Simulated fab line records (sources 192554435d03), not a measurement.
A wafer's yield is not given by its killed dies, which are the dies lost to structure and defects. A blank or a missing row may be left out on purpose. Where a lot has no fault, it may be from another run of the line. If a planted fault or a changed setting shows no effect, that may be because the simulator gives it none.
Chamber matching	flow n5 finfet	N5_BEOL_M0_SAQP_PECVD_04 on pecvd-04 has 3 sister chambers
The step deposits a-Si from SiH4/He, target thk 60 nm, time 60.2 s. 24 wafers are shown with their chamber, then 12 later ones without.

## WAFERS, EACH WITH ITS CHAMBER
wafer	chamber	throttle valve pct (%)	showerhead vpp V (V)	showerhead plenum p Torr (Torr)
L074.2	2	16.7	585	5.58
L074.3	1	18.8	655	5.67
L074.5	0	21.8	644	5.66
L077.2	1	18.3	640	5.67
L077.5	2	16.6	584	5.58
L077.6	1	18.5	658	5.66
L079.2	0	22.1	643	5.67
L079.5	2	16.8	584	5.60
L079.6	0	21.9	626	5.64
L080.2	1	18.3	661	5.67
L080.3	2	16.8	587	5.59
L080.6	0	22.0	651	5.67
L082.1	2	17.0	593	5.59
L082.2	0	22.1	639	5.65
L082.5	0	22.1	637	5.68
L083.2	0	22.2	648	5.66
L083.5	0	22.2	635	5.67
L083.6	1	18.6	657	5.66
L085.2	0	22.4	641	5.65
L085.3	2	16.8	581	5.59
L085.5	1	18.5	656	5.66
L086.1	2	16.9	593	5.60
L086.5	1	18.4	656	5.69
L086.6	2	16.9	583	5.60

SIGNATURES, as means of the wafers listed above
reading	chamber 0	chamber 1	chamber 2	scatter within a chamber
throttle valve pct	22.089	18.486	16.812	0.161
showerhead vpp V	640.44	654.71	586.25	6.39
showerhead plenum p Torr	5.6611	5.6686	5.5912	0.0108
Rule: a wafer's distance from a chamber is the root of the sum, over the readings, of the square of ((its reading less the chamber's mean) divided by the reading's scatter). If the next closest chamber is less than 2 further off than the closest, the wafer can't be placed; otherwise it belongs to the closest. The scatter is the square root of a quotient: the sum, over the shown wafers, of each reading's squared deviation from its chamber's mean, divided by wafers minus chambers.

## WAFERS WITHOUT THEIR CHAMBER
wafer	throttle valve pct (%)	showerhead vpp V (V)	showerhead plenum p Torr (Torr)
L087.2	17.0	590	5.59
L087.3	18.5	657	5.66
L087.5	18.6	641	5.65
L091.1	18.5	655	5.66
L091.2	16.9	584	5.59
L091.5	16.8	587	5.59
L093.1	18.5	658	5.66
L093.4	17.0	582	5.58
L093.5	18.4	647	5.66
L094.2	22.4	641	5.64
L094.4	18.3	647	5.66
L094.5	22.6	635	5.66

## WHICH CHAMBER EACH WENT THROUGH
wafer	from the rows above	in truth
L087.2	2	2
L087.3	1	1
L087.5	1	1
L091.1	1	1
L091.2	2	2
L091.5	2	2
L093.1	1	1
L093.4	2	2
L093.5	1	1
L094.2	0	0
L094.4	1	1
L094.5	0	0
Correctly placed: 12 of 12. Number that these rows cannot place: 0. Number placed wrongly: 0.
